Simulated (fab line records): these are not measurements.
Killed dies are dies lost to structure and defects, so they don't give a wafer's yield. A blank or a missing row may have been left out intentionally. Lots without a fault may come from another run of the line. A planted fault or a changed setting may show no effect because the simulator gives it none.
fab line records	flow nandHarc
[record] lots = 13	wafers = 39	lastDay = 34
route steps=1302 shown A_CHANNEL_FILL_D2@626 A_STAIRCASE@639
lots that met no fault: taken from a fault-free run of the same line
startH: the number of hours between the record's first day and the start of the first shown wafer of the lot	waitH: how many hours have passed since the lot's step before this one	" identical to the entry in the row above	L1.1+2: a row that stands for several wafers	- either no value or no given start	* or withheld: withheld	< > ~ a bound
route shown NAME@n: a module of which the file shows steps, and the number in the route of the first	usual: mean and standard deviation over wafers with no fault	same: alike in all rows	chamber/n: place in a boat	sites: per-site readings	_std_site: standard deviation across them	_edge_site: inner sites' mean taken away from outer sites' mean	radiusMm: how far each site lies from the wafer's centre	mask NAME#n: copy n	behind: tool/chamber where the wafer was last shaped	hold: cause of the lot's hold/its duration in hours/its outcome	device: which transistor (n, p or np) failed to switch	end of line: at the end of the route, the tests of the same wafers	where a step has no rows: the recipe by itself	killed: at the first sort, the dies lost to defects and structure; wafer yield is something else	map: dies across one wafer; x = killed, . = not, _ = none there
set.NAME: the run value of the setting; set.NAME@STEP: its run value at that earlier step	model.NAME: the simulator's own value behind a step, which no gauge read
steps of the route over a sample of lots; a table a step, a row a wafer
services: from which hour (startH, from the record's first day; less than 0 if before it) a tool's chamber was out of use, for how many hours, and why
[[steps]]
[step NHARC_A_CHANNEL_FILL_D2_THK_MEAS_06]
[recipe] thkMeasGauge = ellipsometry
[usual] thkNm = 4.8/0.96
lot.wafer	tool	chamber	startH	waitH	thkNm
L282.4	filmMetro-02	-	341.63	0.4	5.8
L282.5	"	-	"	"	4.8
L282.6	"	-	"	"	6.8
L283.3	filmMetro-02	-	355.01	0.4	4.0
L283.4	"	-	"	"	5.5
L283.5	"	-	"	"	4.6
L284.1	filmMetro-02	-	363.89	0.4	4.6
L284.3	"	-	"	"	4.3
L284.5	"	-	"	"	4.5
L287.4	filmMetro-02	-	414.74	0.4	6.3
L287.5	"	-	"	"	6.5
L287.6	"	-	"	"	5.4
L288.1	filmMetro-02	-	414.74	0.4	4.8
L288.2	"	-	"	"	6.9
L288.4	"	-	"	"	4.9
L296.1	filmMetro-01	-	488.89	0.4	5.3
L296.2	"	-	"	"	4.4
L296.4	"	-	"	"	5.2
L297.3	filmMetro-01	-	500.00	0.4	3.7
L297.5	"	-	"	"	3.8
L297.6	"	-	"	"	3.3
L300.4	filmMetro-01	-	519.47	0.4	5.5
L300.5	"	-	"	"	3.4
L300.6	"	-	"	"	6.1
L299.1	filmMetro-02	-	522.15	0.4	4.1
L299.2	"	-	"	"	6.7
L299.3	"	-	"	"	4.9
L301.3	filmMetro-01	-	535.71	0.4	4.8
L301.5	"	-	"	"	7.0
L301.6	"	-	"	"	6.9
L302.1	filmMetro-01	-	564.51	0.4	4.8
L302.2	"	-	"	"	6.2
L302.6	"	-	"	"	5.2
L304.3	filmMetro-02	-	564.51	0.4	5.1
L304.4	"	-	"	"	4.3
L304.5	"	-	"	"	3.6
L303.1	filmMetro-02	-	568.80	0.4	4.9
L303.2	"	-	"	"	4.6
L303.6	"	-	"	"	5.9
[step NHARC_A_CHANNEL_FILL_D2_ETCHBACK_08]
[recipe] targetDepthA = 2200	timeS = 110	c4f8FlowSccm = 20	arFlowSccm = withheld	rfW = 600	biasW = 300	chemistry = C4F8
[usual] chamberPressureMTorr = 25.001/0.023	oesProductAu = 0.97/0.032	rfVppV = 439.3/2.7
lot.wafer	tool	chamber	startH	waitH	chamberPressureMTorr	oesProductAu	rfHoursCounterH	rfVppV
L282.4	rieDiel-05	1	-	-	24.963	0.95	2.5	437.2
L282.5	"	1	"	"	25.024	0.95	-	436.8
L282.6	"	2	"	"	25.046	0.99	-	441.1
L283.4	rieDiel-05	1	-	-	25.018	0.99	2.7	437.8
L283.3	"	2	"	"	25.011	1.00	2.7	441.9
L283.5	"	1	"	"	25.012	0.99	-	435.7
L284.1	rieDiel-02	1	-	-	25.000	0.94	5.2	437.1
L284.3	"	2	"	"	25.015	0.95	5.2	436.7
L284.5	"	2	"	"	25.006	0.94	-	436.2
L287.6	rieDiel-02	0	-	-	25.008	0.92	-	437.4
L287.5	"	1	"	"	25.000	0.94	-	437.1
L287.4	"	3	"	"	24.993	0.92	-	440.0
L288.2	rieDiel-01	1	-	-	24.993	0.94	3.0	441.2
L288.4	"	2	"	"	24.973	0.93	3.1	437.1
L288.1	"	3	"	"	25.017	0.92	2.3	439.9
L296.1	rieDiel-05	3	-	-	25.015	0.95	1.6	442.3
L296.2	"	0	"	"	25.017	0.97	1.5	437.2
L296.4	"	1	"	"	24.981	0.96	1.3	435.8
L297.3	rieDiel-02	2	-	-	25.029	0.93	2.3	435.6
L297.5	"	1	"	"	24.987	0.93	-	436.3
L297.6	"	2	"	"	24.985	0.93	-	436.2
L300.4	rieDiel-05	0	-	-	24.984	0.91	2.7	437.0
L300.5	"	1	"	"	24.991	0.93	-	436.2
L300.6	"	2	"	"	25.052	0.93	-	441.6
L299.1	rieDiel-05	0	-	-	25.036	0.98	2.7	436.2
L299.3	"	1	"	"	25.007	0.99	2.6	437.2
L299.2	"	2	"	"	25.019	0.99	3.4	441.0
L301.3	rieDiel-02	0	-	-	25.037	0.99	3.2	439.4
L301.6	"	1	"	"	24.978	0.99	-	438.0
L301.5	"	2	"	"	24.964	1.02	-	436.5
L302.1	rieDiel-05	3	-	-	25.034	0.98	4.1	443.2
L302.2	"	0	"	"	25.022	0.98	4.0	437.3
L302.6	"	3	"	"	25.011	0.97	-	444.7
L303.1	rieDiel-05	2	-	-	25.002	0.98	4.8	443.5
L303.2	"	1	"	"	24.954	0.99	4.1	437.4
L303.6	"	2	"	"	25.026	1.00	-	440.2
L304.3	rieDiel-05	1	581.14	9.2	24.977	0.93	4.5	436.4
L304.5	"	3	"	"	24.974	0.91	-	444.1
L304.4	"	2	"	"	25.028	0.91	-	441.0
[step NHARC_A_STAIRCASE_DEP_156]
[recipe] targetThkA = 500	tempC = 400	targetThkNm = 50	flowSccm = 200	rfW = 450	material = SiNx
[usual] heaterPowerW = 688/59
lot.wafer	tool	chamber	startH	waitH	heaterPowerW
L282.5	pecvd-04	2	354.09	0.1	607
L282.6	"	0	"	"	743
L282.4	"	1	"	"	645
L283.3	pecvd-04	0	367.67	0.1	621
L283.4	"	0	"	"	617
L283.5	"	2	"	"	631
L284.3	pecvd-04	2	388.75	0.3	614
L284.1	"	1	"	"	745
L284.5	"	1	"	"	754
L287.5	pecvd-02	1	426.94	0.1	679
L287.6	"	2	"	"	683
L287.4	"	0	"	"	794
L288.1	pecvd-04	0	427.02	0.1	746
L288.2	"	2	"	"	560
L288.4	"	1	"	"	715
L296.2	pecvd-03	1	501.13	0.1	592
L296.1	"	0	"	"	743
L296.4	"	1	"	"	591
L297.3	pecvd-04	2	512.59	0.1	671
L297.6	"	2	"	"	677
L297.5	"	0	"	"	767
L300.5	pecvd-02	2	531.67	0.1	747
L300.6	"	0	"	"	797
L300.4	"	1	"	"	618
L299.3	pecvd-02	1	535.43	0.1	648
L299.1	"	2	"	"	672
L299.2	"	0	"	"	724
L301.3	pecvd-04	2	547.89	0.1	694
L301.5	"	1	"	"	665
L301.6	"	0	"	"	722
L302.1	pecvd-04	0	576.64	0.1	742
L302.2	"	2	"	"	685
L302.6	"	0	"	"	749
L303.1	pecvd-04	1	580.98	0.1	712
L303.2	"	0	"	"	618
L303.6	"	1	"	"	695
L304.3	pecvd-02	2	587.74	0.1	652
L304.4	"	1	"	"	657
L304.5	"	0	"	"	782
[step NHARC_A_STAIRCASE_STRIP_171]
[recipe] powerW = 1500	tempC = 250	chemistry = O2
[usual] drypumpMotorCurrentA = 5.59/0.18	heaterPowerW = 354/34
lot.wafer	tool	chamber	startH	waitH	drypumpMotorCurrentA	heaterPowerW	rfHoursCounterH
L282.4	plasmaAsher-01	0	355.40	-	5.59	331	-
L282.5	"	0	"	"	5.60	334	-
L282.6	"	1	"	"	5.31	392	-
L283.4	plasmaAsher-01	1	369.07	-	5.28	393	-
L283.3	"	0	"	"	5.59	328	-
L283.5	"	0	"	"	5.63	334	-
L284.1	plasmaAsher-01	0	390.21	-	5.61	337	8
L284.3	"	0	"	"	5.63	329	-
L284.5	"	1	"	"	5.27	404	-
L287.4	plasmaAsher-01	0	428.30	-	5.61	335	-
L287.5	"	0	"	"	5.60	331	-
L287.6	"	1	"	"	5.30	399	-
L288.2	plasmaAsher-01	1	428.77	-	5.31	400	16
L288.1	"	0	"	"	5.63	330	16
L288.4	"	1	"	"	5.31	399	-
L296.2	plasmaAsher-02	0	502.56	-	5.66	323	21
L296.1	"	1	"	"	5.75	346	21
L296.4	"	0	"	"	5.69	329	-
L297.3	plasmaAsher-02	0	514.43	-	-	-	-
L297.5	"	1	"	"	-	-	-
L297.6	"	0	"	"	-	-	-
L300.4	plasmaAsher-02	1	532.98	-	-	-	-
L300.5	"	0	"	"	-	-	-
L300.6	"	1	"	"	-	-	-
L299.2	plasmaAsher-02	0	537.17	-	-	-	-
L299.1	"	1	"	"	-	-	-
L299.3	"	0	"	"	-	-	-
L301.3	plasmaAsher-02	0	549.25	-	5.70	314	-
L301.5	"	0	"	"	5.67	314	-
L301.6	"	1	"	"	5.82	356	-
L302.1	plasmaAsher-01	0	577.94	-	5.61	334	0
L302.2	"	1	"	"	5.27	417	0
L302.6	"	1	"	"	5.28	413	-
L303.1	plasmaAsher-01	0	582.36	-	5.61	333	1
L303.2	"	1	"	"	5.31	420	1
L303.6	"	0	"	"	5.63	340	-
L304.3	plasmaAsher-01	0	589.10	-	5.60	342	-
L304.4	"	1	"	"	5.27	422	-
L304.5	"	0	"	"	5.59	345	-
[[services]]
tool	chamber	startH	hours	kind
rieDiel-01	-	324.34	0.3	repair
rieDiel-05	1	336.31	4.2	repair
plasmaAsher-01	-	342.46	9.0	pm
rieDiel-01	1	353.70	9.3	repair
plasmaAsher-02	-	355.43	8.5	repair
rieDiel-02	3	367.00	4.6	repair
rieDiel-05	2	371.61	6.5	repair
rieDiel-02	-	393.74	9.0	pm
rieDiel-05	-	406.60	9.0	pm
plasmaAsher-02	-	407.81	1.6	repair
pecvd-02	-	408.21	13.0	pm
plasmaAsher-02	-	426.17	9.0	pm
pecvd-04	-	450.00	13.0	pm
rieDiel-02	3	454.89	4.2	repair
plasmaAsher-01	-	457.62	109.0	repair
rieDiel-05	1	465.23	14.9	repair
rieDiel-02	0	497.90	3.0	repair
pecvd-02	1	544.54	8.6	repair
plasmaAsher-01	-	566.62	9.0	pm
pecvd-02	-	569.04	1.0	repair
rieDiel-02	-	570.74	9.0	pm
pecvd-04	2	577.50	6.2	repair
rieDiel-05	0	579.31	5.1	repair
rieDiel-05	-	583.66	9.0	pm
[[key]]
[firstSign] step = NHARC_A_STAIRCASE_STRIP_171	reading = toolRecord	direction = missing
effect none on later readings
metAt NHARC_A_STAIRCASE_STRIP_171
struckLots L297,L299,L300
testerLeftOut L297,L299,L300
notActingAt NHARC_A_CHANNEL_FILL_D2_THK_MEAS_06,NHARC_A_CHANNEL_FILL_D2_ETCHBACK_08,NHARC_A_STAIRCASE_DEP_156
onsetBetween 502.56 514.43
[fault] kind = skippedStepWhole	tool = plasmaAsher-02	chamber = -	onsetH = 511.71	steps = NHARC_A_STAIRCASE_STRIP_171	scope = struckLotsOnly
// testerLeftOut: of these lots the tester's yield and bins aren't shown, on N5 and GAA mostly nor the transistor test; their killed dies are dies lost to structure and defects alone, not to doping, threshold or leakage, so they don't give the yield
